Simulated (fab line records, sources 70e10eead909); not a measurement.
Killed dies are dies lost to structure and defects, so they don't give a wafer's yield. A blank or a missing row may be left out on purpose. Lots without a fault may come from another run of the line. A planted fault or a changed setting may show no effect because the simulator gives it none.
Which tool did it? | flow nand_harc | 24 lots, 72 wafers sampled, at 4 steps of a route of 1302

WHAT THE GAUGES READ, wafer by wafer
NHARC_A_CHANNEL_HOLE_D2_CD_MEAS_31.
lot  | measured     | on        | cd_nm (nm)
L075 | day 13 10:26 | cd_sem-02 | 90.3 92.1 90.7
L074 | day 13 09:08 | cd_sem-01 | 90.7 92.1 88.0
L076 | day 14 01:12 | cd_sem-01 | 88.8 90.6 90.3
L077 | day 14 09:17 | cd_sem-03 | 89.5 92.5 91.9
L078 | day 14 15:21 | cd_sem-03 | 89.0 89.5 90.4
L079 | day 15 15:34 | cd_sem-02 | 90.0 90.2 90.0
L080 | day 16 04:00 | cd_sem-03 | 87.0 92.9 91.3
L081 | day 16 11:47 | cd_sem-02 | 88.8 90.4 88.8
L082 | day 17 08:42 | cd_sem-01 | 89.7 88.3 90.5
L083 | day 17 20:59 | cd_sem-02 | 89.9 90.1 90.2
L084 | day 17 20:52 | cd_sem-03 | 90.8 89.2 88.7
L085 | day 18 05:11 | cd_sem-01 | 90.1 89.7 89.8
L086 | day 18 05:21 | cd_sem-02 | 87.6 92.0 90.3
L087 | day 19 14:23 | cd_sem-01 | 88.8 90.7 89.9
L089 | day 19 12:32 | cd_sem-02 | 91.0 91.0 90.5
L088 | day 19 20:02 | cd_sem-02 | 94.0 90.6 91.9
L091 | day 20 07:28 | cd_sem-01 | 91.2 89.0 90.3
L090 | day 20 13:57 | cd_sem-02 | 90.5 88.8 89.3
L093 | day 20 22:28 | cd_sem-02 | 90.2 89.7 90.0
L092 | day 21 02:15 | cd_sem-02 | 90.2 89.7 91.1
L094 | day 21 23:36 | cd_sem-01 | 89.8 90.2 91.4
L095 | day 22 05:55 | cd_sem-01 | 89.1 88.9 88.0
L097 | day 22 14:14 | cd_sem-01 | 89.8 90.6 89.7
L096 | day 22 17:53 | cd_sem-01 | 89.6 88.2 90.8

WHICH TOOL RAN EACH LOT (tool, then ch and the chambers of the sampled wafers, then the start)
lot  | NHARC_A_CHANNEL_FILL_D1_ETCHBACK_20 | NHARC_A_DECK1_JOINT_ETCHBACK_00  | NHARC_A_CHANNEL_HOLE_D2_ETCH_44
L075 | rie_diel-01 ch 1,2, day 10 03:00    | rie_si-05 ch 1,2,3, day 11 13:29 | rie_diel-10 ch 0,2,3, day 13 09:39
L074 | rie_diel-04 ch 0,2, day 10 03:00    | rie_si-04 ch 1,2, day 11 13:29   | rie_diel-10 ch 0,2,3, day 13 08:20
L076 | rie_diel-01 ch 0,3, day 10 16:25    | rie_si-04 ch 0,1,2, day 12 03:07 | rie_diel-10 ch 1,2, day 14 00:25
L077 | rie_diel-01 ch 0,2,3, day 10 23:17  | rie_si-05 ch 1,3, day 12 09:49   | rie_diel-10 ch 0,1,2, day 14 08:28
L078 | rie_diel-04 ch 0,1,2, day 11 04:41  | rie_si-04 ch 0,3, day 12 16:32   | rie_diel-05 ch 0,2,3, day 14 14:34
L079 | rie_diel-01 ch 1,2,3, day 11 19:04  | rie_si-05 ch 0,1,2, day 13 05:28 | rie_diel-10 ch 0,2,3, day 15 14:44
L080 | rie_diel-04 ch 1,2,3, day 12 07:28  | rie_si-04 ch 0,2,3, day 13 21:11 | rie_diel-07 ch 1,2,3, day 16 03:13
L081 | rie_diel-01 ch 1,2,3, day 12 23:32  | rie_si-04 ch 0,1,2, day 14 09:58 | rie_diel-10 ch 1,3, day 16 11:00
L082 | rie_diel-01 ch 1,3, day 13 11:14    | rie_si-06 ch 0,1,2, day 15 03:35 | rie_diel-07 ch 0,1,2, day 17 07:54
L083 | rie_diel-01 ch 0,1,3, day 14 00:50  | rie_si-05 ch 0,1,2, day 15 16:42 | rie_diel-07 ch 0,2,3, day 17 20:11
L084 | rie_diel-04 ch 0,2,3, day 14 00:52  | rie_si-04 ch 0,1, day 15 16:40   | rie_diel-05 ch 1,3, day 17 20:03
L085 | rie_diel-04 ch 1,2,3, day 14 19:15  | rie_si-06 ch 1,2,3, day 16 05:49 | rie_diel-10 ch 0,1,2, day 18 04:23
L086 | rie_diel-01 ch 1,3, day 14 19:16    | rie_si-05 ch 0,3, day 16 05:49   | rie_diel-07 ch 0,1,3, day 18 04:34
L087 | rie_diel-03 ch 0,1,3, day 15 23:30  | rie_si-04 ch 2,3, day 17 10:15   | rie_diel-05 ch 2,3, day 19 13:35
L089 | rie_diel-03 ch 0,1,2, day 15 23:33  | rie_si-06 ch 0,2,3, day 17 10:15 | rie_diel-10 ch 0,2,3, day 19 11:44
L088 | rie_diel-04 ch 1,2,3, day 16 06:55  | rie_si-06 ch 0,1, day 17 17:05   | rie_diel-07 ch 0,1, day 19 19:14
L091 | rie_diel-03 ch 0,1,2, day 16 20:05  | rie_si-06 ch 0,1,2, day 18 06:26 | rie_diel-10 ch 0,1,3, day 20 06:41
L090 | rie_diel-03 ch 0,1, day 17 03:19    | rie_si-05 ch 0,3, day 18 13:59   | rie_diel-10 ch 2,3, day 20 13:10
L093 | rie_diel-04 ch 1,2, day 17 08:39    | rie_si-05 ch 0,3, day 18 19:50   | rie_diel-10 ch 0,2,3, day 20 21:40
L092 | rie_diel-03 ch 1,2,3, day 17 08:41  | rie_si-04 ch 0,1,2, day 18 19:51 | rie_diel-10 ch 0,2,3, day 21 01:20
L094 | rie_diel-01 ch 0,1,3, day 18 07:10  | rie_si-05 ch 0,1,3, day 19 18:38 | rie_diel-10 ch 0,1,3, day 21 22:49
L095 | rie_diel-01 ch 1,3, day 18 17:11    | rie_si-04 ch 2,3, day 20 04:07   | rie_diel-10 ch 0,1,2, day 22 05:08
L097 | rie_diel-04 ch 1,2, day 19 01:49    | rie_si-05 ch 0,1,3, day 20 12:20 | rie_diel-05 ch 0,3, day 22 13:26
L096 | rie_diel-01 ch 1,2,3, day 19 01:50  | rie_si-04 ch 0,2, day 20 12:20   | rie_diel-05 ch 1,2,3, day 22 17:05
- NHARC_A_CHANNEL_FILL_D1_ETCHBACK_20: etches the open film in C4F8/O2/Ar, target depth 27 nm, time 13.5 s.
- NHARC_A_DECK1_JOINT_ETCHBACK_00: etches the open film in HBr, target depth 30 nm, time 17.4 s.
- NHARC_A_CHANNEL_HOLE_D2_ETCH_44: etches the open film in CF4/O2, target depth 140 nm, overetch 14 nm, time 77 s.

WHAT THE TOOLS THEMSELVES READ (means of the sampled wafers that have a number; where no wafer has one, the mark that the record gives instead)
NHARC_A_CHANNEL_FILL_D1_ETCHBACK_20.
lot  | tool        | oes_product_au (a.u.) | rf_vpp_V (V)
L075 | rie_diel-01 | 1.02                  | 970
L074 | rie_diel-04 | 0.99                  | 970
L076 | rie_diel-01 | 1.00                  | 973
L077 | rie_diel-01 | 0.98                  | 972
L078 | rie_diel-04 | 1.00                  | 969
L079 | rie_diel-01 | 1.00                  | 970
L080 | rie_diel-04 | 0.99                  | 973
L081 | rie_diel-01 | 0.93                  | 970
L082 | rie_diel-01 | 0.93                  | 969
L083 | rie_diel-01 | 0.92                  | 973
L084 | rie_diel-04 | 0.92                  | 972
L085 | rie_diel-04 | 0.93                  | 972
L086 | rie_diel-01 | 0.92                  | 970
L087 | rie_diel-03 | 1.00                  | 974
L089 | rie_diel-03 | 1.01                  | 972
L088 | rie_diel-04 | 1.00                  | 972
L091 | rie_diel-03 | 0.93                  | 971
L090 | rie_diel-03 | 1.00                  | 972
L093 | rie_diel-04 | 0.93                  | 969
L092 | rie_diel-03 | 0.93                  | 973
L094 | rie_diel-01 | 0.92                  | 972
L095 | rie_diel-01 | 1.00                  | 971
L097 | rie_diel-04 | 1.00                  | 969
L096 | rie_diel-01 | 0.99                  | 970

NHARC_A_DECK1_JOINT_ETCHBACK_00.
lot  | tool      | drypump_motor_current_A (A) | oes_product_au (a.u.) | throttle_valve_pct (%)
L075 | rie_si-05 | 5.7                         | 0.991                 | 23.274
L074 | rie_si-04 | 5.6                         | 1.000                 | 23.275
L076 | rie_si-04 | 5.6                         | 1.000                 | 23.272
L077 | rie_si-05 | 5.4                         | 0.994                 | 23.259
L078 | rie_si-04 | 5.7                         | 0.999                 | 23.267
L079 | rie_si-05 | 5.4                         | 1.003                 | 23.269
L080 | rie_si-04 | 5.6                         | 1.005                 | 23.263
L081 | rie_si-04 | 5.7                         | 0.998                 | 23.259
L082 | rie_si-06 | 5.5                         | 1.012                 | 23.268
L083 | rie_si-05 | 5.4                         | 0.998                 | 23.265
L084 | rie_si-04 | 5.8                         | 1.007                 | 23.268
L085 | rie_si-06 | 5.7                         | 1.001                 | 23.266
L086 | rie_si-05 | 5.7                         | 1.009                 | 23.251
L087 | rie_si-04 | 5.5                         | 0.994                 | 23.280
L089 | rie_si-06 | 5.5                         | 1.008                 | 23.268
L088 | rie_si-06 | 5.8                         | 1.003                 | 23.266
L091 | rie_si-06 | 5.6                         | 1.002                 | 23.265
L090 | rie_si-05 | 5.7                         | 1.000                 | 23.264
L093 | rie_si-05 | 5.9                         | 1.011                 | 23.270
L092 | rie_si-04 | 5.7                         | 1.000                 | 23.267
L094 | rie_si-05 | 5.5                         | 1.009                 | 23.260
L095 | rie_si-04 | 5.5                         | 0.984                 | 23.269
L097 | rie_si-05 | 5.5                         | 1.010                 | 23.270
L096 | rie_si-04 | 5.8                         | 0.994                 | 23.265

NHARC_A_CHANNEL_HOLE_D2_ETCH_44.
lot  | tool        | drypump_motor_current_A (A) | mfc_ar_sccm (sccm) | oes_f_703_au (a.u.) | oes_product_au (a.u.) | rf_vpp_V (V) | showerhead_plenum_p_Torr (Torr) | throttle_valve_pct (%)
L075 | rie_diel-10 | 5.6                         | 0.021              | 1.000               | 1.011                 | 198.2        | 1.37                            | 13.399
L074 | rie_diel-10 | 5.6                         | 0.021              | 1.002               | 0.998                 | 198.2        | 1.37                            | 13.392
L076 | rie_diel-10 | 6.1                         | 0.023              | 1.002               | 0.997                 | 197.3        | 1.35                            | 13.406
L077 | rie_diel-10 | 5.9                         | 0.011              | 1.002               | 1.002                 | 199.1        | 1.38                            | 13.396
L078 | rie_diel-05 | 5.9                         | 0.010              | 0.996               | 1.000                 | 197.3        | 1.33                            | 13.398
L079 | rie_diel-10 | 5.7                         | 0.021              | 0.994               | 0.998                 | 198.5        | 1.37                            | 13.393
L080 | rie_diel-07 | 5.8                         | 0.018              | 1.003               | 0.999                 | 199.1        | 1.40                            | 13.401
L081 | rie_diel-10 | 5.4                         | 0.019              | 0.999               | 1.002                 | 198.6        | 1.38                            | 13.397
L082 | rie_diel-07 | 6.0                         | 0.030              | 0.996               | 1.003                 | 198.8        | 1.39                            | 13.396
L083 | rie_diel-07 | 5.6                         | 0.020              | 1.001               | 1.002                 | 199.0        | 1.40                            | 13.402
L084 | rie_diel-05 | 6.2                         | 0.023              | 1.002               | 1.004                 | 196.7        | 1.31                            | 13.397
L085 | rie_diel-10 | 5.9                         | 0.011              | 1.001               | 1.009                 | 199.3        | 1.38                            | 13.402
L086 | rie_diel-07 | 5.7                         | 0.021              | 1.004               | 0.995                 | 199.0        | 1.41                            | 13.400
L087 | rie_diel-05 | 6.1                         | 0.017              | 0.996               | 0.996                 | 197.9        | 1.36                            | 13.401
L089 | rie_diel-10 | 5.6                         | 0.021              | 1.004               | 0.997                 | 198.5        | 1.37                            | 13.393
L088 | rie_diel-07 | 5.9                         | 0.033              | 0.999               | 1.006                 | 199.4        | 1.40                            | 13.395
L091 | rie_diel-10 | 5.5                         | 0.009              | 1.003               | 0.996                 | 198.3        | 1.40                            | 13.396
L090 | rie_diel-10 | 5.5                         | 0.030              | 1.005               | 0.993                 | 198.7        | 1.35                            | 13.404
L093 | rie_diel-10 | 5.7                         | 0.021              | 1.000               | 0.988                 | 197.8        | 1.37                            | 13.397
L092 | rie_diel-10 | 5.6                         | 0.021              | 0.998               | 1.002                 | 198.3        | 1.37                            | 13.389
L094 | rie_diel-10 | 5.5                         | 0.009              | 0.999               | 0.998                 | 198.9        | 1.40                            | 13.399
L095 | rie_diel-10 | 5.9                         | 0.011              | 1.001               | 1.000                 | 198.8        | 1.38                            | 13.399
L097 | rie_diel-05 | 5.9                         | 0.002              | 0.997               | 1.005                 | 196.2        | 1.28                            | 13.401
L096 | rie_diel-05 | 6.2                         | 0.020              | 1.000               | 0.999                 | 197.2        | 1.34                            | 13.400

THE ANSWER, worked out from the rows above alone
Rule: what is usual is taken from the lots themselves. Put in order of their means at a reading, lots are off if they are a third of the lots or fewer, leave a main group of 4 or more, and stand apart from it by a gap of 3 or more times the standard deviation of the main group's means; of several such gaps the widest counts. A main group whose means are all the same, to the digits that the tables above print for the reading, isn't used. A lot without any number at a reading at which 4 lots or more have one is off too. The other lots that the step has rows for count as sound. The gauges are gone through in route order, then the tools' own readings, and for those a lot's mean is taken as printed above. The first step at which some lot is off is used, and at that step the reading that is off furthest; a lot without a number counts as furthest.
No lot is off at any reading shown: from this, nothing can be told.

WHAT THE SIMULATOR HAD PUT IN
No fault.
